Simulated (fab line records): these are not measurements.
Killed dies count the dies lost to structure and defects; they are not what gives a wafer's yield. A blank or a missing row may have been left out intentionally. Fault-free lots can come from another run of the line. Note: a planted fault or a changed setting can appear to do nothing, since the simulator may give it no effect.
Which of the tools did it? ; flow nand harc ; 33 wafers from 11 lots sampled at 4 of the route's 1159 steps

## WHAT EACH GAUGE READ, for each wafer
NHARC_A_M0_INSPECT_11.
lot;measured;on;raw defect count
L280;day 17 18:58;defect inspect-01;15 10 13
L281;day 18 02:11;defect inspect-01;41 45 47
L282;day 18 06:32;defect inspect-01;20 23 26
L285;day 18 06:43;defect inspect-02;24 29 36
L291;day 20 07:55;defect inspect-02;51 48 44
L289;day 20 08:36;defect inspect-02;14 7 16
L296;day 21 18:30;defect inspect-01;27 43 25
L300;day 22 17:00;defect inspect-02;43 40 37
L301;day 23 03:16;defect inspect-02;53 53 52
L302;day 23 07:36;defect inspect-02;20 14 25
L303;day 23 15:26;defect inspect-02;45 65 46

NHARC_A_M1_CD_MEAS_09: target cd 120 nm.
lot;measured;on;cd nm (nm)
L280;day 17 22:53;cd sem-01;119.9 120.1 119.6
L281;day 18 06:04;cd sem-01;120.4 121.2 119.9
L282;day 18 10:26;cd sem-01;120.2 120.5 120.0
L285;day 18 10:38;cd sem-02;121.2 119.9 120.1
L291;day 20 12:20;cd sem-03;135.9 135.9 135.0
L289;day 20 12:50;cd sem-03;135.7 135.6 135.2
L296;day 21 22:28;cd sem-02;119.9 119.6 120.6
L300;day 22 20:55;cd sem-01;119.3 120.1 119.5
L301;day 23 07:14;cd sem-03;119.3 119.5 120.4
L302;day 23 11:43;cd sem-01;121.0 119.2 120.0
L303;day 23 19:22;cd sem-02;120.5 120.1 120.1

## WHICH TOOL RAN EACH LOT (tool, then ch and the chambers of the sampled wafers, then the start)
lot;NHARC_A_BLC_PVD_32;NHARC_A_M1_PEB_07
L280;pvd sputter-01, day 17 18:58 or earlier;litho track-06 ch 0, day 17 22:49
L281;pvd sputter-02, day 18 02:11 or earlier;litho track-04 ch 0, day 18 05:59
L282;pvd sputter-01, day 18 06:32 or earlier;litho track-06 ch 0, day 18 10:22
L285;pvd sputter-02, day 18 06:43 or earlier;litho track-04 ch 0, day 18 10:34
L291;pvd sputter-02, day 20 07:55 or earlier;litho track-04 ch 0, day 20 12:16
L289;pvd sputter-02, day 20 08:36 or earlier;litho track-04 ch 0, day 20 12:46
L296;pvd sputter-02, day 21 18:30 or earlier;litho track-06 ch 0, day 21 22:22
L300;pvd sputter-02, day 22 17:00 or earlier;litho track-06 ch 0, day 22 20:49
L301;pvd sputter-01, day 23 03:16 or earlier;litho track-01 ch 0, day 23 07:10
L302;pvd sputter-01, day 23 07:36 or earlier;litho track-04 ch 0, day 23 11:38
L303;pvd sputter-03, day 23 15:26 or earlier;litho track-04 ch 0, day 23 19:17
- NHARC_A_BLC_PVD_32: deposits Ti, target thk 5 nm, time 17.7 s.
- NHARC_A_M1_PEB_07: peb time 65 s.

## AS READ BY THE TOOLS THEMSELVES (means over the sampled wafers that have a number; for cases with no such wafer, the mark the record gives instead)
NHARC_A_BLC_PVD_32.
lot;tool;cathode dc power W (W);throttle valve pct (%)
L280;pvd sputter-01;4999.9;30.2
L281;pvd sputter-02;5000.1;29.6
L282;pvd sputter-01;4999.4;30.4
L285;pvd sputter-02;5000.1;29.7
L291;pvd sputter-02;4999.9;29.4
L289;pvd sputter-02;5000.0;29.6
L296;pvd sputter-02;5000.1;29.1
L300;pvd sputter-02;5000.9;29.9
L301;pvd sputter-01;4999.5;30.6
L302;pvd sputter-01;4999.9;30.5
L303;pvd sputter-03;5000.3;30.1

NHARC_A_M1_PEB_07.
lot;tool;heater power total W (W);plate temp C (C)
L280;litho track-06;156.9;100.00
L281;litho track-04;156.4;100.15
L282;litho track-06;156.7;99.95
L285;litho track-04;156.6;100.01
L291;litho track-04;167.1;104.96
L289;litho track-04;166.5;104.74
L296;litho track-06;156.6;100.06
L300;litho track-06;156.6;99.94
L301;litho track-01;157.0;100.16
L302;litho track-04;156.7;100.08
L303;litho track-04;156.8;99.96

## THE ANSWER, worked out from the rows above alone
Rule: usual is defined by the lots themselves. Put in order of their means at a reading, lots are off if they are a third of the lots or fewer, leave a main group of 4 or more, and stand apart from it by a gap of 3 or more times the standard deviation of the main group's means; of several such gaps the widest counts. The tables above print the reading to a certain number of digits; a main group whose means all agree to those digits is not used. Also off: a lot with no number at a reading for which 4 or more lots have one. The other lots that the step has rows for count as sound. After the gauges, taken in route order, come the tools' own readings; for these a lot's mean is taken, as printed above. The first step at which some lot is off is used, and at that step the reading that is off furthest; a lot without a number counts as furthest.
Off: L291, L289 (NHARC_A_M1_CD_MEAS_09, cd nm). Mean 120.1 nm and standard deviation 0.28 in the main group.
A tool fits if, at a process step before that reading, it ran every lot that is off, and no sound lot after the first of them. The gauges at NHARC_A_M1_CD_MEAS_09 aren't tried: what is off there is off at NHARC_A_M1_PEB_07 too, on other tools, and a gauge's error can't cause that. Because NHARC_A_BLC_PVD_32 lacks a start for some lots, the hours and order of its lots are taken from NHARC_A_M0_INSPECT_11. None of those tried fits.

## WHAT THE SIMULATOR PUT IN
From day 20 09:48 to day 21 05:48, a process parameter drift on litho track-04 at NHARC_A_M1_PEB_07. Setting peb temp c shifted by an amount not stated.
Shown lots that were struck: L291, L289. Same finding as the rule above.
